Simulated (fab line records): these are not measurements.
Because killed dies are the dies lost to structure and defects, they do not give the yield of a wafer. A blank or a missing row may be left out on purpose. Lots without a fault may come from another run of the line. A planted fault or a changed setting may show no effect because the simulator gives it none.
Lot-split experiment :: flow n5 finfet :: on a route of 1938 steps: 7 lots, 39 wafers read

== THE SPLIT ITSELF ==
At N5_SPACER0_ALD_07 (deposits SiNx, target thk 2 nm), the setting target thk a was moved away from the recipe's 20 angstrom on 12 of the 39 wafers read, by -12.1% to +15.3%. The other wafers ran this setting at the recipe's value.

Reading taken at the split's own step.

== THE READING ==
SiNx_of_SPACER0_ALD_07.thk nm (the simulator's own value, which no gauge read), in nm, at N5_SPACER0_ALD_07 (deposits SiNx, target thk 2 nm). No usual value for it is given in the file.

wafer: L075.1
tool, chamber at the split: ald sin-02, 2,1,0,3,3,2
target thk a as run, angstrom: 20
against the recipe: recipe
SiNx_of_SPACER0_ALD_07.thk nm, nm: 2
against lot-mates on the recipe: -

wafer: L075.2
tool, chamber at the split: ald sin-02, 2,1,0,3,3,2
target thk a as run, angstrom: 20
against the recipe: recipe
SiNx_of_SPACER0_ALD_07.thk nm, nm: 2
against lot-mates on the recipe: -

wafer: L075.3
tool, chamber at the split: ald sin-02, 2,1,0,3,3,2
target thk a as run, angstrom: 20
against the recipe: recipe
SiNx_of_SPACER0_ALD_07.thk nm, nm: 2
against lot-mates on the recipe: -

wafer: L075.4
tool, chamber at the split: ald sin-02, 2,1,0,3,3,2
target thk a as run, angstrom: 20
against the recipe: recipe
SiNx_of_SPACER0_ALD_07.thk nm, nm: 2
against lot-mates on the recipe: -

wafer: L075.5
tool, chamber at the split: ald sin-02, 2,1,0,3,3,2
target thk a as run, angstrom: 20
against the recipe: recipe
SiNx_of_SPACER0_ALD_07.thk nm, nm: 2
against lot-mates on the recipe: -

wafer: L075.6
tool, chamber at the split: ald sin-02, 2,1,0,3,3,2
target thk a as run, angstrom: 20
against the recipe: recipe
SiNx_of_SPACER0_ALD_07.thk nm, nm: 2
against lot-mates on the recipe: -

wafer: L078.1
tool, chamber at the split: ald sin-01, 0,2,3
target thk a as run, angstrom: 20
against the recipe: recipe
SiNx_of_SPACER0_ALD_07.thk nm, nm: 2
against lot-mates on the recipe: -

wafer: L078.2
tool, chamber at the split: ald sin-01, 0,2,3
target thk a as run, angstrom: 20
against the recipe: recipe
SiNx_of_SPACER0_ALD_07.thk nm, nm: 2
against lot-mates on the recipe: -

wafer: L078.3
tool, chamber at the split: ald sin-01, 0,2,3
target thk a as run, angstrom: 20
against the recipe: recipe
SiNx_of_SPACER0_ALD_07.thk nm, nm: 2
against lot-mates on the recipe: -

wafer: L078.4
tool, chamber at the split: ald sin-01, 1,1,2
target thk a as run, angstrom: 20.97
against the recipe: +4.8%
SiNx_of_SPACER0_ALD_07.thk nm, nm: 2.2
against lot-mates on the recipe: +0.2

wafer: L078.5
tool, chamber at the split: ald sin-01, 1,1,2
target thk a as run, angstrom: 20.97
against the recipe: +4.8%
SiNx_of_SPACER0_ALD_07.thk nm, nm: 2.2
against lot-mates on the recipe: +0.2

wafer: L078.6
tool, chamber at the split: ald sin-01, 1,1,2
target thk a as run, angstrom: 20.97
against the recipe: +4.8%
SiNx_of_SPACER0_ALD_07.thk nm, nm: 2.2
against lot-mates on the recipe: +0.2

wafer: L089.1
tool, chamber at the split: ald sin-01, 0,3,2
target thk a as run, angstrom: 20
against the recipe: recipe
SiNx_of_SPACER0_ALD_07.thk nm, nm: 2
against lot-mates on the recipe: -

wafer: L089.4
tool, chamber at the split: ald sin-01, 0,3,2
target thk a as run, angstrom: 20
against the recipe: recipe
SiNx_of_SPACER0_ALD_07.thk nm, nm: 2
against lot-mates on the recipe: -

wafer: L089.5
tool, chamber at the split: ald sin-01, 0,3,2
target thk a as run, angstrom: 20
against the recipe: recipe
SiNx_of_SPACER0_ALD_07.thk nm, nm: 2
against lot-mates on the recipe: -

wafer: L092.1
tool, chamber at the split: ald sin-01, 3,1,0,2,0,3
target thk a as run, angstrom: 20
against the recipe: recipe
SiNx_of_SPACER0_ALD_07.thk nm, nm: 2
against lot-mates on the recipe: -

wafer: L092.2
tool, chamber at the split: ald sin-01, 3,1,0,2,0,3
target thk a as run, angstrom: 20
against the recipe: recipe
SiNx_of_SPACER0_ALD_07.thk nm, nm: 2
against lot-mates on the recipe: -

wafer: L092.3
tool, chamber at the split: ald sin-01, 3,1,0,2,0,3
target thk a as run, angstrom: 20
against the recipe: recipe
SiNx_of_SPACER0_ALD_07.thk nm, nm: 2
against lot-mates on the recipe: -

wafer: L092.4
tool, chamber at the split: ald sin-01, 3,1,0,2,0,3
target thk a as run, angstrom: 20
against the recipe: recipe
SiNx_of_SPACER0_ALD_07.thk nm, nm: 2
against lot-mates on the recipe: -

wafer: L092.5
tool, chamber at the split: ald sin-01, 3,1,0,2,0,3
target thk a as run, angstrom: 20
against the recipe: recipe
SiNx_of_SPACER0_ALD_07.thk nm, nm: 2
against lot-mates on the recipe: -

wafer: L092.6
tool, chamber at the split: ald sin-01, 3,1,0,2,0,3
target thk a as run, angstrom: 20
against the recipe: recipe
SiNx_of_SPACER0_ALD_07.thk nm, nm: 2
against lot-mates on the recipe: -

wafer: L094.1
tool, chamber at the split: ald sin-02, 1,3,2
target thk a as run, angstrom: 20
against the recipe: recipe
SiNx_of_SPACER0_ALD_07.thk nm, nm: 2
against lot-mates on the recipe: -

wafer: L094.3
tool, chamber at the split: ald sin-02, 1,3,2
target thk a as run, angstrom: 20
against the recipe: recipe
SiNx_of_SPACER0_ALD_07.thk nm, nm: 2
against lot-mates on the recipe: -

wafer: L094.4
tool, chamber at the split: ald sin-02, 1,3,2
target thk a as run, angstrom: 20
against the recipe: recipe
SiNx_of_SPACER0_ALD_07.thk nm, nm: 2
against lot-mates on the recipe: -

wafer: L094.2
tool, chamber at the split: ald sin-02, 0,0,3
target thk a as run, angstrom: 17.57
against the recipe: -12.1%
SiNx_of_SPACER0_ALD_07.thk nm, nm: 1.8
against lot-mates on the recipe: -0.2

wafer: L094.5
tool, chamber at the split: ald sin-02, 0,0,3
target thk a as run, angstrom: 17.57
against the recipe: -12.1%
SiNx_of_SPACER0_ALD_07.thk nm, nm: 1.8
against lot-mates on the recipe: -0.2

wafer: L094.6
tool, chamber at the split: ald sin-02, 0,0,3
target thk a as run, angstrom: 17.57
against the recipe: -12.1%
SiNx_of_SPACER0_ALD_07.thk nm, nm: 1.8
against lot-mates on the recipe: -0.2

wafer: L095.1
tool, chamber at the split: ald sin-04, 2,3,0
target thk a as run, angstrom: 20
against the recipe: recipe
SiNx_of_SPACER0_ALD_07.thk nm, nm: 2
against lot-mates on the recipe: -

wafer: L095.3
tool, chamber at the split: ald sin-04, 2,3,0
target thk a as run, angstrom: 20
against the recipe: recipe
SiNx_of_SPACER0_ALD_07.thk nm, nm: 2
against lot-mates on the recipe: -

wafer: L095.6
tool, chamber at the split: ald sin-04, 2,3,0
target thk a as run, angstrom: 20
against the recipe: recipe
SiNx_of_SPACER0_ALD_07.thk nm, nm: 2
against lot-mates on the recipe: -

wafer: L095.2
tool, chamber at the split: ald sin-04, 1,0,1
target thk a as run, angstrom: 22.87
against the recipe: +14.3%
SiNx_of_SPACER0_ALD_07.thk nm, nm: 2.2
against lot-mates on the recipe: +0.2

wafer: L095.4
tool, chamber at the split: ald sin-04, 1,0,1
target thk a as run, angstrom: 22.87
against the recipe: +14.3%
SiNx_of_SPACER0_ALD_07.thk nm, nm: 2.2
against lot-mates on the recipe: +0.2

wafer: L095.5
tool, chamber at the split: ald sin-04, 1,0,1
target thk a as run, angstrom: 22.87
against the recipe: +14.3%
SiNx_of_SPACER0_ALD_07.thk nm, nm: 2.2
against lot-mates on the recipe: +0.2

wafer: L097.1
tool, chamber at the split: ald sin-04, 1,0,3
target thk a as run, angstrom: 23.06
against the recipe: +15.3%
SiNx_of_SPACER0_ALD_07.thk nm, nm: 2.4
against lot-mates on the recipe: +0.4

wafer: L097.3
tool, chamber at the split: ald sin-04, 1,0,3
target thk a as run, angstrom: 23.06
against the recipe: +15.3%
SiNx_of_SPACER0_ALD_07.thk nm, nm: 2.4
against lot-mates on the recipe: +0.4

wafer: L097.5
tool, chamber at the split: ald sin-04, 1,0,3
target thk a as run, angstrom: 23.06
against the recipe: +15.3%
SiNx_of_SPACER0_ALD_07.thk nm, nm: 2.4
against lot-mates on the recipe: +0.4

wafer: L097.2
tool, chamber at the split: ald sin-04, 2,3,0
target thk a as run, angstrom: 20
against the recipe: recipe
SiNx_of_SPACER0_ALD_07.thk nm, nm: 2
against lot-mates on the recipe: -

wafer: L097.4
tool, chamber at the split: ald sin-04, 2,3,0
target thk a as run, angstrom: 20
against the recipe: recipe
SiNx_of_SPACER0_ALD_07.thk nm, nm: 2
against lot-mates on the recipe: -

wafer: L097.6
tool, chamber at the split: ald sin-04, 2,3,0
target thk a as run, angstrom: 20
against the recipe: recipe
SiNx_of_SPACER0_ALD_07.thk nm, nm: 2
against lot-mates on the recipe: -
If several chambers appear in one row, that row covers several wafers at once and the file leaves open which wafer was in which chamber.

THE FIT
A straight line over all 39 wafers: SiNx_of_SPACER0_ALD_07.thk nm changes by +0.0198 nm for each +1% of target thk a; r = +0.94; the points scatter about the line by 0.047 nm.
The same after taking each lot's own level away (the mean of its wafers on the recipe; 39 wafers): +0.0198 nm for each +1%; r = +0.94; scatter 0.047 nm.
On that fit, the largest move of target thk a shifts the reading by 0.3 nm.
The lots' own levels span 2.00 to 2.00 nm.
So the lot-to-lot level changes the slope little: the two slopes agree.
Check: +0.303 nm against its lot-mates is what the line predicts for one of the wafers moved furthest among these (+15.3%) when that wafer is left out of the fit. It came out at +0.4 nm against them.

== THESE WAFERS: OTHER SPLITS ==
These wafers also went through other splits before the reading. Each is held against what the fit with the lots' levels taken away leaves over:
other split on the same wafers: N5_WELL_APT_EXPOSE_05 dose mj
wafers away from the commonest value: 12
r with SiNx_of_SPACER0_ALD_07.thk nm (lot level and that fit taken away): +0.11

other split on the same wafers: N5_FIN_CUT_CUT_ETCH_26 source w
wafers away from the commonest value: 15
r with SiNx_of_SPACER0_ALD_07.thk nm (lot level and that fit taken away): -0.17

other split on the same wafers: N5_DUMMY_GATE_ETCH_44 target depth a
wafers away from the commonest value: 15
r with SiNx_of_SPACER0_ALD_07.thk nm (lot level and that fit taken away): -0.02

other split on the same wafers: N5_DUMMY_GATE_ETCH_42 bias w
wafers away from the commonest value: 12
r with SiNx_of_SPACER0_ALD_07.thk nm (lot level and that fit taken away): -0.29

== THE FILE'S OWN FIT ==
SiNx_of_SPACER0_ALD_07.thk nm changes by +0.0203 nm for each +1% of target thk a, r = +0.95.
